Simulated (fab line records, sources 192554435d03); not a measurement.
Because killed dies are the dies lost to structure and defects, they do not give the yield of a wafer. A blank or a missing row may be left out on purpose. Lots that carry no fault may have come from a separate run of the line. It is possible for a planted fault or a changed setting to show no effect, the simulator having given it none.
fab line records	flow n5Finfet	part 1 of 2: steps 1 to 24 of 32
record lots=5	wafers=15	lastDay=15
route steps=1938 shown SD_EPI_N@287 SD_EPI_P@295
lots with no fault: from the same line, run without faults
startH: hours from the record's first day to the start of the lot's first wafer shown	waitH: time in hours since the lot's previous step	" identical to the entry in the row above	L1.1+2: a single row standing in for several wafers	- no value present, or no start provided	* or withheld: withheld	< > ~ a bound
route shown NAME@n: names a module that has steps shown in the file, with the first one's number in the route	usual: mean/standard deviation of fault-free wafers	same: alike in all rows	chamber/n: place in a boat	sites: each site's reading	_std_site: the values' standard deviation	_edge_site: mean of outer sites minus mean of inner sites	radiusMm: for every site, how far away it sits from the centre of the wafer	mask NAME#n: copy n	behind: the most recent tool/chamber to have shaped the wafer	hold: the reason the lot was held/the length of the hold in hours/how it ended	device: which transistor (n, p or np) failed to switch	end of line: the same wafers' tests at the end of the route	step lacking rows: just its recipe	killed: dies that structure and defects cost at the first sort, which is not the same as the wafer's yield	map: dies across one wafer; x = killed, . = not, _ = none there
set.NAME: the setting that was run; set.NAME@STEP: the one run at that earlier step	model.NAME: the simulator's own value behind a step, which no gauge read
lots at selected steps of the route; one table per step, one row per wafer
services: from which hour (startH, from the record's first day; less than 0 if before it) a tool's chamber was out of use, for how many hours, and why
## steps
# step N5_SD_EPI_N_VAPOR_ETCH_50
# recipe chemistry=HCl	target=Si	tempC=775	timeS=54	pressureTorr=20	mode=isotropic
# usual throttleValvePct=12.05/0.16
lot.wafer	tool	chamber	startH	waitH	throttleValvePct
L081.3	epiRpcvd-03	0	93.60	0.3	11.95
L081.5	"	0	"	"	12.04
L081.6	"	0	"	"	12.23
L082.1	epiRpcvd-04	0	97.14	0.3	12.06
L082.5	"	0	"	"	11.87
L082.6	"	0	"	"	12.01
L083.2	epiRpcvd-04	0	106.85	0.3	11.95
L083.3	"	0	"	"	12.11
L083.4	"	0	"	"	11.77
L084.1	epiRpcvd-03	0	113.01	0.4	12.22
L084.2	"	0	"	"	12.13
L084.5	"	0	"	"	12.23
L088.2	epiRpcvd-04	0	135.27	0.3	12.13
L088.3	"	0	"	"	11.99
L088.6	"	0	"	"	12.06
# step N5_SD_EPI_N_EPI_21
# recipe material=Si:P	dopant=P	tempC=680	pressureTorr=255	timeS=690
# same epiGrowthTimeS=690
lot.wafer	tool	chamber	startH	waitH
L081.3+5+6	epiRpcvd-03	0	94.50	0.9
L082.1+5+6	epiRpcvd-04	0	97.32	0.1
L083.2+3+4	epiRpcvd-04	0	107.28	0.4
L084.1+2+5	epiRpcvd-03	0	113.25	0.2
L088.2+3+6	epiRpcvd-04	0	135.70	0.4
# step N5_SD_EPI_N_EPI_MEAS_23
# recipe mode=xrd
# usual thkNm=59.0/1.3
lot.wafer	tool	chamber	startH	waitH	thkNm
L081.3	filmMetro-02	-	96.04	1.2	59.6
L081.5	"	-	"	"	60.1
L081.6	"	-	"	"	59.9
L082.1	filmMetro-02	-	99.03	1.4	60.3
L082.5	"	-	"	"	59.6
L082.6	"	-	"	"	57.3
L083.2	filmMetro-01	-	108.72	1.2	59.3
L083.3	"	-	"	"	56.8
L083.4	"	-	"	"	58.3
L084.1	filmMetro-02	-	115.53	1.9	60.3
L084.2	"	-	"	"	57.2
L084.5	"	-	"	"	60.1
L088.2	filmMetro-02	-	137.13	1.2	58.1
L088.3	"	-	"	"	58.1
L088.6	"	-	"	"	58.5
# step N5_SD_EPI_N_PRECLEAN_24
# recipe chemistry=O3/DIW	timeS=60	tempC=22	o3Ppm=10
lot.wafer	tool	chamber	startH	waitH
L081.3+5+6	wetBench-02	6,5,4	96.07	0.0
L082.1+5+6	wetBench-02	2,6,4	99.07	0.0
L083.2+3+4	wetBench-06	7,0,1	108.76	0.0
L084.1+2+5	wetBench-01	6,1,7	115.57	0.0
L088.2+3+6	wetBench-06	4,5,0	137.17	0.0
# step N5_SD_EPI_N_SRD_25
# recipe timeS=30	tempC=23	rinseLiquid=diw	dry=ipaMarangoni
lot.wafer	tool	chamber	startH	waitH
L081.3+5+6	wetBench-02	6,5,4	96.09	0.0
L082.1+5+6	wetBench-02	2,6,4	99.09	0.0
L083.2+3+4	wetBench-06	7,0,1	108.78	0.0
L084.1+2+5	wetBench-01	6,1,7	115.59	0.0
L088.2+3+6	wetBench-06	4,5,0	137.21	0.0
# step N5_SD_EPI_N_PRECLEAN_49
# recipe chemistry=NF3:NH3	afsCycles=1	tempC=30	timeS=20	sublimationTempC=180	sublimationTimeS=60	pressureTorr=3	rfPowerW=30
# same sublimationTimeS=60
lot.wafer	tool	chamber	startH	waitH
L081.3+5+6	remotePlasma-01	1	96.20	0.1
L082.1+5+6	remotePlasma-01	1	99.14	0.0
L083.2+3+4	remotePlasma-01	1	108.85	0.1
L084.1+2+5	remotePlasma-02	0	115.63	0.0
L088.2+3+6	remotePlasma-01	0	137.31	0.1
# step N5_SD_EPI_N_LINER_46
# recipe material=SiNx	targetThkA=30	tempC=400	aldPrecursorFamily=SiH2I2	aldCoReactant=N2/H2-plasma	pressureTorr=2
# usual heaterPowerW=845/92
lot.wafer	tool	chamber	startH	waitH	heaterPowerW
L081.3	aldSin-04	3	96.91	0.7	959
L081.5	"	1	"	"	763
L081.6	"	0	"	"	785
L082.1	aldSin-03	1	99.34	0.2	911
L082.5	"	1	"	"	900
L082.6	"	0	"	"	1022
L083.2	aldSin-04	0	109.02	0.1	789
L083.3	"	2	"	"	855
L083.4	"	1	"	"	750
L084.1	aldSin-04	0	115.83	0.2	750
L084.2	"	1	"	"	733
L084.5	"	2	"	"	847
L088.2	aldSin-02	3	137.78	0.4	781
L088.3	"	0	"	"	826
L088.6	"	1	"	"	814
# step N5_SD_EPI_N_INSPECT_26
# recipe inspectInstrument=darkfield	mode=postEpi
# usual rawDefectCount=214/40
lot.wafer	tool	chamber	startH	waitH	rawDefectCount
L081.3	defectInspect-02	-	97.17	0.1	162
L081.5	"	-	"	"	157
L081.6	"	-	"	"	185
L082.1	defectInspect-02	-	99.59	0.1	185
L082.5	"	-	"	"	122
L082.6	"	-	"	"	190
L083.2	defectInspect-01	-	109.27	0.1	157
L083.3	"	-	"	"	227
L083.4	"	-	"	"	195
L084.1	defectInspect-01	-	116.10	0.2	192
L084.2	"	-	"	"	172
L084.5	"	-	"	"	175
L088.2	defectInspect-01	-	138.04	0.1	179
L088.3	"	-	"	"	247
L088.6	"	-	"	"	222
# step N5_SD_EPI_P_COAT_34
# recipe resist=SOC	tempC=250	timeS=60	spinRpm=1500	resistThkNm=350
lot.wafer	tool	chamber	startH	waitH
L081.3+5+6	lithoTrack-03	0	97.20	0.0
L082.1+5+6	lithoTrack-02	0	99.62	0.0
L083.2+3+4	lithoTrack-01	0	109.31	0.0
L084.1+2+5	lithoTrack-01	0	116.13	0.0
L088.2+3+6	lithoTrack-03	0	138.07	0.0
# step N5_SD_EPI_P_COAT_35
# recipe resist=SiARC	tempC=220	timeS=60	spinRpm=1500	resistThkNm=35
lot.wafer	tool	chamber	startH	waitH
L081.3+5+6	lithoTrack-03	0	-	-
L082.1+5+6	lithoTrack-02	0	-	-
L083.2+3+4	lithoTrack-01	0	-	-
L084.1+2+5	lithoTrack-01	0	-	-
L088.2+3+6	lithoTrack-03	0	-	-
# step N5_SD_EPI_P_COAT_03
# recipe resist=CAR-ArF-block	spinRpm=1500	resistThkNm=150
lot.wafer	tool	chamber	startH	waitH
L081.3+5+6	lithoTrack-03	0	-	-
L082.1+5+6	lithoTrack-02	0	-	-
L083.2+3+4	lithoTrack-01	0	-	-
L084.1+2+5	lithoTrack-01	0	-	-
L088.2+3+6	lithoTrack-03	0	-	-
# step N5_SD_EPI_P_EBR_05
# recipe solvent=PGMEA	ebrWidthMm=1.5
lot.wafer	tool	chamber	startH	waitH
L081.3+5+6	lithoTrack-03	0	-	-
L082.1+5+6	lithoTrack-02	0	-	-
L083.2+3+4	lithoTrack-01	0	-	-
L084.1+2+5	lithoTrack-01	0	-	-
L088.2+3+6	lithoTrack-03	0	-	-
# step N5_SD_EPI_P_SOFTBAKE_04
# recipe tempC=110	timeS=60	resist=CAR-ArF-block
lot.wafer	tool	chamber	startH	waitH
L081.3+5+6	lithoTrack-03	0	-	-
L082.1+5+6	lithoTrack-02	0	-	-
L083.2+3+4	lithoTrack-01	0	-	-
L084.1+2+5	lithoTrack-01	0	-	-
L088.2+3+6	lithoTrack-03	0	-	-
# step N5_SD_EPI_P_EXPOSE_06
# recipe maskId=SD_P_BLK	na=1.35	sourceShape=conventional	sigmaOuter=0.8	polarization=unpolarized	targetCdNm=240	doseMj=39.5
# usual focusOffsetNm=0.0/0.5
lot.wafer	tool	chamber	startH	waitH	mask	focusOffsetNm
L081.3	arfiScanner-03	0	97.33	-	SD_P_BLK#0	-0.4
L081.5	"	0	"	"	SD_P_BLK#0	0.5
L081.6	"	0	"	"	SD_P_BLK#0	-0.2
L082.1	arfiScanner-02	0	99.86	-	SD_P_BLK#0	0.9
L082.5	"	0	"	"	SD_P_BLK#0	0.8
L082.6	"	0	"	"	SD_P_BLK#0	1.1
L083.2	arfiScanner-02	0	109.43	-	SD_P_BLK#0	0.3
L083.3	"	0	"	"	SD_P_BLK#0	0.1
L083.4	"	0	"	"	SD_P_BLK#0	-0.2
L084.1	arfiScanner-03	0	116.37	-	SD_P_BLK#0	-0.6
L084.2	"	0	"	"	SD_P_BLK#0	0.3
L084.5	"	0	"	"	SD_P_BLK#0	-0.5
L088.2	arfiScanner-01	0	138.32	-	SD_P_BLK#0	-1.1
L088.3	"	0	"	"	SD_P_BLK#0	-0.5
L088.6	"	0	"	"	SD_P_BLK#0	0.5
# step N5_SD_EPI_P_PEB_07
# recipe pebTempC=110	pebTimeS=60	resist=CAR-ArF-block
lot.wafer	tool	chamber	startH	waitH
L081.3+5+6	lithoTrack-02	0	97.38	0.0
L082.1+5+6	lithoTrack-02	0	99.92	0.1
L083.2+3+4	lithoTrack-02	0	109.48	0.0
L084.1+2+5	lithoTrack-01	0	116.43	0.1
L088.2+3+6	lithoTrack-03	0	138.37	0.0
# step N5_SD_EPI_P_DEVELOP_08
# recipe developTimeS=30	developer=TMAH	resist=CAR-ArF-block	devTempC=23	rinseLiquid=diw	dry=airSpin
lot.wafer	tool	chamber	startH	waitH
L081.3+5+6	lithoTrack-02	0	-	-
L082.1+5+6	lithoTrack-02	0	-	-
L083.2+3+4	lithoTrack-02	0	-	-
L084.1+2+5	lithoTrack-01	0	-	-
L088.2+3+6	lithoTrack-03	0	-	-
# step N5_SD_EPI_P_CD_MEAS_09
# recipe targetCdNm=240	landingEnergyEv=500	detector=seInlens
# usual cdNm=240.5/0.98
lot.wafer	tool	chamber	startH	waitH	cdNm
L081.3	cdSem-02	0	97.44	-	241.1
L081.5	"	0	"	"	240.7
L081.6	"	0	"	"	239.7
L082.1	cdSem-03	0	99.99	-	241.2
L082.5	"	0	"	"	241.0
L082.6	"	0	"	"	241.6
L083.2	cdSem-01	0	109.55	-	241.5
L083.3	"	0	"	"	240.9
L083.4	"	0	"	"	240.5
L084.1	cdSem-02	0	116.50	-	239.5
L084.2	"	0	"	"	239.3
L084.5	"	0	"	"	240.8
L088.2	cdSem-01	0	138.43	-	239.6
L088.3	"	0	"	"	241.0
L088.6	"	0	"	"	239.3
# step N5_SD_EPI_P_OVL_MEAS_10
# recipe pointsPerWafer=44
# usual SD_P_BLK_OVL=-0.1/0.67
lot.wafer	tool	chamber	startH	waitH	SD_P_BLK_OVL[nm]
L081.3	overlay-02	0	97.47	0.0	-0.1
L081.5	"	0	"	"	-0.1
L081.6	"	0	"	"	1.0
L082.1	overlay-02	0	100.02	0.0	0.7
L082.5	"	0	"	"	-0.6
L082.6	"	0	"	"	0.3
L083.2	overlay-02	0	109.58	0.0	0.3
L083.3	"	0	"	"	1.1
L083.4	"	0	"	"	0.4
L084.1	overlay-02	0	116.53	0.0	1.2
L084.2	"	0	"	"	0.4
L084.5	"	0	"	"	0.7
L088.2	overlay-02	0	138.46	0.0	0.2
L088.3	"	0	"	"	-0.5
L088.6	"	0	"	"	-0.4
# step N5_SD_EPI_P_INSPECT_11
# recipe mode=adi	inspectInstrument=macro
# usual rawDefectCount=2/1.4
lot.wafer	tool	chamber	startH	waitH	rawDefectCount
L081.3	defectInspect-02	-	97.50	0.0	1
L081.5	"	-	"	"	2
L081.6	"	-	"	"	4
L082.1	defectInspect-01	-	100.04	0.0	3
L082.5	"	-	"	"	4
L082.6	"	-	"	"	4
L083.2	defectInspect-02	-	109.60	0.0	0
L083.3	"	-	"	"	2
L083.4	"	-	"	"	1
L084.1	defectInspect-01	-	116.55	0.0	0
L084.2	"	-	"	"	1
L084.5	"	-	"	"	3
L088.2	defectInspect-01	-	138.49	0.0	3
L088.3	"	-	"	"	2
L088.6	"	-	"	"	0
# step N5_SD_EPI_P_DESCUM_14
# recipe chemistry=O2	timeS=7.9	sourcePowerW=50	biasPowerW=20	pressureMtorr=20	rfFrequencyHz=2.712e+07	tempC=40	resist=CAR-ArF-block	o2FlowSccm=225
# usual chamberPressureMTorr=19.999/0.016	drypumpMotorCurrentA=5.9/0.5	oesProductAu=0.82/0.089	rfVppV=243.5/1.3	showerheadPlenumPTorr=2.11/0.061	throttleValvePct=20.31/0.14
lot.wafer	tool	chamber	startH	waitH	chamberPressureMTorr	drypumpMotorCurrentA	oesProductAu	rfHoursCounterH	rfVppV	showerheadPlenumPTorr	throttleValvePct
L081.3	rieDiel-01	1	97.76	0.3	19.995	5.4	0.94	3	242.9	2.07	19.96
L081.5	"	2	"	"	20.011	5.3	0.69	-	243.7	2.07	20.51
L081.6	"	1	"	"	20.015	5.4	0.96	-	241.5	2.07	19.97
L082.1	rieDiel-05	0	100.08	0.0	19.975	5.1	0.72	166	240.8	2.02	20.42
L082.5	"	1	"	"	19.993	6.0	0.67	-	242.7	2.15	20.28
L082.6	"	0	"	"	20.019	5.1	0.72	-	241.6	2.02	20.42
L083.2	rieDiel-03	0	109.64	0.0	19.981	6.0	0.87	40	244.0	2.11	20.36
L083.3	"	3	"	"	19.984	6.5	0.95	9	244.9	2.23	20.27
L083.4	"	1	"	"	20.001	6.6	0.78	135	242.6	2.07	20.27
L084.1	rieDiel-05	2	117.01	0.5	19.983	5.0	0.87	50	241.7	2.03	20.33
L084.2	"	0	"	"	20.010	5.1	0.72	170	242.4	2.02	20.40
L084.5	"	2	"	"	20.013	5.0	0.88	-	243.9	2.03	20.33
L088.2	rieDiel-03	3	138.52	0.0	20.009	6.5	0.93	16	246.4	2.23	20.27
L088.3	"	2	"	"	20.005	5.8	0.80	93	241.8	2.11	20.19
L088.6	"	1	"	"	19.992	6.6	0.77	-	244.0	2.07	20.28
# step N5_SD_EPI_P_ETCH_36
# recipe chemistry=CF4	target=SiARC	targetDepthA=455	maskMaterial=CAR-ArF-block	timeS=75.8	ionEnergyEv=80	pressureMtorr=40	sourceW=545	biasW=36	Ar_flow_sccm=100	cf4FlowSccm=100	ends=cleared
# usual chamberPressureMTorr=40.00/0.035	drypumpMotorCurrentA=5.9/0.5	etchRfOnTimeS=76.7/2.3	mfcArSccm=99.99/0.27	oesProductAu=0.70/0.078	rfVppV=184.2/1.1	showerheadPlenumPTorr=2.15/0.061	throttleValvePct=15.47/0.17
lot.wafer	tool	chamber	startH	waitH	chamberPressureMTorr	drypumpMotorCurrentA	etchRfOnTimeS	mfcArSccm	oesProductAu	rfHoursCounterH	rfVppV	showerheadPlenumPTorr	throttleValvePct
L081.3	rieDiel-01	1	97.80	0.0	40.04	5.4	81.0	99.81	0.78	3	185.6	2.12	15.19
L081.5	"	2	"	"	40.03	5.2	76.9	100.20	0.58	-	182.2	2.09	15.63
L081.6	"	1	"	"	39.96	5.4	82.0	99.92	0.78	-	184.0	2.12	15.18
L082.1	rieDiel-05	0	100.11	0.0	40.01	5.1	78.8	100.03	0.61	166	182.7	2.05	15.49
L082.5	"	1	"	"	40.04	6.0	81.8	99.87	0.57	-	185.3	2.20	15.51
L082.6	"	0	"	"	40.07	5.1	78.0	99.62	0.62	-	183.7	2.05	15.50
L083.2	rieDiel-03	0	109.67	0.0	40.04	6.0	74.2	99.83	0.75	40	184.0	2.16	15.45
L083.3	"	3	"	"	39.97	6.5	77.0	100.09	0.80	9	184.3	2.27	15.25
L083.4	"	1	"	"	39.95	6.6	77.3	100.46	0.66	135	184.1	2.13	15.62
L084.1	rieDiel-05	2	117.05	0.0	39.95	5.0	77.6	100.03	0.74	50	183.2	2.08	15.44
L084.2	"	0	"	"	40.02	5.1	77.0	99.84	0.62	170	181.5	2.05	15.51
L084.5	"	2	"	"	40.00	5.0	77.9	99.82	0.74	-	183.5	2.08	15.46
L088.2	rieDiel-03	3	138.56	0.0	39.97	6.5	76.0	99.45	0.79	16	184.6	2.27	15.27
L088.3	"	2	"	"	40.05	5.8	76.9	100.16	0.68	93	182.9	2.16	15.46
L088.6	"	1	"	"	39.98	6.6	75.4	100.00	0.67	-	183.8	2.13	15.62
# step N5_SD_EPI_P_ETCH_37
# recipe chemistry=N2/H2	target=SOC	overetchA=1080	maskMaterial=SiARC	tempC=40	ionEnergyEv=100	sourceW=3000	biasW=133	pressureMtorr=20	timeS=486	n2FlowSccm=200	h2FlowSccm=200	ends=endPoint
# usual chamberPressureMTorr=19.997/0.017	drypumpMotorCurrentA=5.9/0.5	oesProductAu=0.73/0.076	rfVppV=241.0/1.3	showerheadPlenumPTorr=2.55/0.076	throttleValvePct=23.7/0.36
lot.wafer	tool	chamber	startH	waitH	chamberPressureMTorr	drypumpMotorCurrentA	oesProductAu	rfHoursCounterH	rfVppV	showerheadPlenumPTorr	throttleValvePct
L081.3	rieDiel-01	1	97.85	0.0	19.987	5.4	0.83	3	239.9	2.49	22.9
L081.5	"	2	"	"	19.981	5.3	0.61	-	240.4	2.46	23.3
L081.6	"	1	"	"	20.002	5.4	0.84	-	239.0	2.49	22.9
L082.1	rieDiel-05	0	100.17	0.0	20.034	5.1	0.66	166	239.1	2.45	23.9
L082.5	"	1	"	"	19.999	5.9	0.61	-	241.3	2.60	23.4
L082.6	"	0	"	"	19.988	5.1	0.66	-	239.1	2.45	23.9
L083.2	rieDiel-03	0	109.73	0.0	19.975	6.1	0.77	40	241.1	2.59	24.4
L083.3	"	3	"	"	19.982	6.5	0.84	10	242.8	2.70	23.7
L083.4	"	1	"	"	20.013	6.6	0.70	135	242.6	2.53	23.5
L084.1	rieDiel-05	2	117.10	0.0	19.991	5.0	0.78	50	239.1	2.46	23.7
L084.2	"	0	"	"	20.022	5.1	0.66	170	239.9	2.44	23.9
L084.5	"	2	"	"	20.024	5.0	0.79	-	240.2	2.46	23.7
L088.2	rieDiel-03	3	138.61	0.0	20.057	6.5	0.82	16	241.5	2.70	23.7
L088.3	"	2	"	"	19.967	5.8	0.71	94	241.1	2.57	23.3
L088.6	"	1	"	"	20.000	6.6	0.70	-	239.6	2.53	23.5
# step N5_SD_EPI_P_STRIP_38
# recipe chemistry=N2/H2	tempC=40	n2FlowSccm=200	h2FlowSccm=200	rfFrequencyHz=6e+07
lot.wafer	tool	chamber	startH	waitH
L081.3+5+6	rieDiel-01	1,2,1	98.17	0.2
L082.1+5+6	rieDiel-05	0,1,0	100.48	0.2
L083.2+3+4	rieDiel-03	0,3,1	110.04	0.2
L084.1+2+5	rieDiel-05	2,0,2	117.42	0.2
L088.2+3+6	rieDiel-03	3,2,1	138.93	0.2
# step N5_SD_EPI_P_ETCHBACK_46
# recipe chemistry=CH3F/O2	mode=anisotropicEtchback	target=SiNx	targetDepthA=175	stopOn=SiO2	overEtchFrac=0.3	ionEnergyEv=120	pressureMtorr=30	sourceW=395	biasW=73	Ar_flow_sccm=150	CH3F_flow_sccm=30	O2_flow_sccm=20
# usual CH3F_flow_sccm=30.00/0.092	chamberPressureMTorr=29.998/0.027	drypumpMotorCurrentA=5.9/0.5	mfcArSccm=150.0/0.45	oesProductAu=0.70/0.073	rfVppV=298/9.8	showerheadPlenumPTorr=2.02/0.065	throttleValvePct=16.25/0.14
lot.wafer	tool	chamber	startH	waitH	CH3F_flow_sccm	chamberPressureMTorr	drypumpMotorCurrentA	mfcArSccm	oesProductAu	rfHoursCounterH	rfVppV	showerheadPlenumPTorr	throttleValvePct
L081.3	rieDiel-01	1	98.18	0.0	30.06	29.993	5.4	149.7	0.81	4	302	1.98	15.96
L081.5	"	2	"	"	30.14	30.054	5.3	149.8	0.59	-	306	1.97	16.41
L081.6	"	1	"	"	30.06	30.018	5.4	149.2	0.81	-	303	1.98	15.95
L082.1	rieDiel-05	0	100.49	0.0	29.95	29.984	5.1	149.9	0.63	166	277	1.91	16.21
L082.5	"	1	"	"	29.97	30.039	5.9	150.3	0.59	-	298	2.06	16.30
L082.6	"	0	"	"	29.93	29.980	5.1	149.4	0.63	-	276	1.91	16.23
L083.2	rieDiel-03	0	110.05	0.0	29.96	29.997	6.0	150.5	0.74	40	310	2.02	16.20
L083.3	"	3	"	"	30.00	29.981	6.5	149.8	0.80	10	292	2.15	16.14
L083.4	"	1	"	"	29.88	30.010	6.6	149.8	0.67	135	305	1.98	16.25
L084.1	rieDiel-05	2	117.43	0.0	30.01	29.966	5.1	150.1	0.75	50	303	1.93	16.19
L084.2	"	0	"	"	30.09	30.040	5.1	150.4	0.63	170	274	1.91	16.24
L084.5	"	2	"	"	30.08	29.979	5.1	150.5	0.75	-	302	1.93	16.18
L088.2	rieDiel-03	3	138.94	0.0	30.06	29.980	6.5	150.5	0.79	16	290	2.15	16.16
L088.3	"	2	"	"	30.07	29.996	5.8	150.4	0.68	94	291	2.03	16.25
L088.6	"	1	"	"	29.97	30.003	6.6	149.2	0.66	-	304	1.98	16.27
